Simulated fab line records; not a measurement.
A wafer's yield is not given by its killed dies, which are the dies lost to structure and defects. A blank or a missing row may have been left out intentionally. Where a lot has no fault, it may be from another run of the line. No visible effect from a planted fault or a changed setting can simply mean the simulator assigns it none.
Problem report, 8D (eight disciplines) form, completed by code | flow n5_finfet | the parts of the form that need people (team, actions taken, sign-off) are left out

== 1. WHAT WENT WRONG ==
killed_at_M4_up at N5_PASSIVATION_PROBE_49 reads a mean of 112 on 9 wafers of 3 lots; wafers without a fault read 13 with a standard deviation of 5.7. That puts it +17 standard deviations away from the usual mean.
Seen first at day 14 01:11 on prober-01, wafer L138.2. The record has a number at this step for 9 wafers belonging to 3 lots. Rule for "out" (also "out of limits"): further than 4 standard deviations from the usual mean. The rest of the wafers with a number are treated as sound.

== 2. WHAT IT IS, AND WHAT IT ISN'T ==
question                    | is                     | is not
which readings at this step | killed_at_M4_up        | killed_at_contacts, killed_at_front_end, killed_at_other, sort_bin_8_speed
which lots                  | L138, L141, L142       | -
which wafers of those lots  | all that have a number | -
read on which tools         | prober-01, prober-02   | -
when                        | from day 14 01:11      | up to then (0 sound wafers)

== 3. THE SUSPECTS, EACH WITH WHAT RULES IT OUT ==
Counting: a tool stays on the suspect list if, at a process step up to the reading, it processed all lots that are out and no sound lot following the first of them.
- pvd_sputter-03 at N5_BEOL_M9_PRE_CLEAN_45 (time 30 s): kept. It ran every lot that is out, first L138 (day 11 17:47), and no sound lot after that.
Left after counting: pvd_sputter-03 at N5_BEOL_M9_PRE_CLEAN_45.

== 4. THE CAUSE (what the simulator had put in) ==
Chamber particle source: pvd_sputter-03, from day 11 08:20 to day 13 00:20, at N5_BEOL_M9_PRE_CLEAN_45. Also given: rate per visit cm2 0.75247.
Only this tool survived the counting.

== 5. THE CHAIN OF EFFECTS, in route order ==
Each row: a reading whose mean over the struck wafers that have a number lies more than 3 standard deviations from the usual. Only readings whose record carries a usual standard deviation are examined. hours: median over the lots of the time between each lot's start at the first step of this table that gives one and its start at this step. sigmas: the change, counted in usual standard deviations.
hours | step                    | reading              | usual  | on struck wafers | change | sigmas
0     | N5_PASSIVATION_PROBE_49 | defect_limited_yield | 91.1 % | 84.1             | -7.0   | -4.7
0     | N5_PASSIVATION_PROBE_49 | killed_at_M4_up      | 13     | 112              | +99    | +17
0     | N5_PASSIVATION_PROBE_49 | killed_dies          | 105    | 188              | +83    | +4.6
0     | N5_PASSIVATION_PROBE_49 | sort_bin_5_function  | 5.2 %  | 10.1             | +4.9   | +4.9
0     | N5_PASSIVATION_PROBE_49 | sort_n_pass          | 1074   | 992              | -82    | -4.5
0     | N5_PASSIVATION_PROBE_49 | sort_yield_pct       | 91.0 % | 84.1             | -6.9   | -4.6
Its process steps:
- N5_PASSIVATION_PROBE_49

== 6. WHAT WOULD HAVE CAUGHT IT SOONER ==
First out-of-limits reading in this record: day 14 01:11, which is 65 hours after fault onset at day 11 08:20.
No tool reading at N5_BEOL_M9_PRE_CLEAN_45 that has a usual standard deviation in the record was out on any struck wafer, so an alarm limit of 4 standard deviations on those readings would not have fired.
The start of N5_BEOL_M9_PRE_CLEAN_45 on pvd_sputter-03 came by day 14 01:11 for every one of the lots that are out (3). None of them would have been spared by holding the tool at that moment.
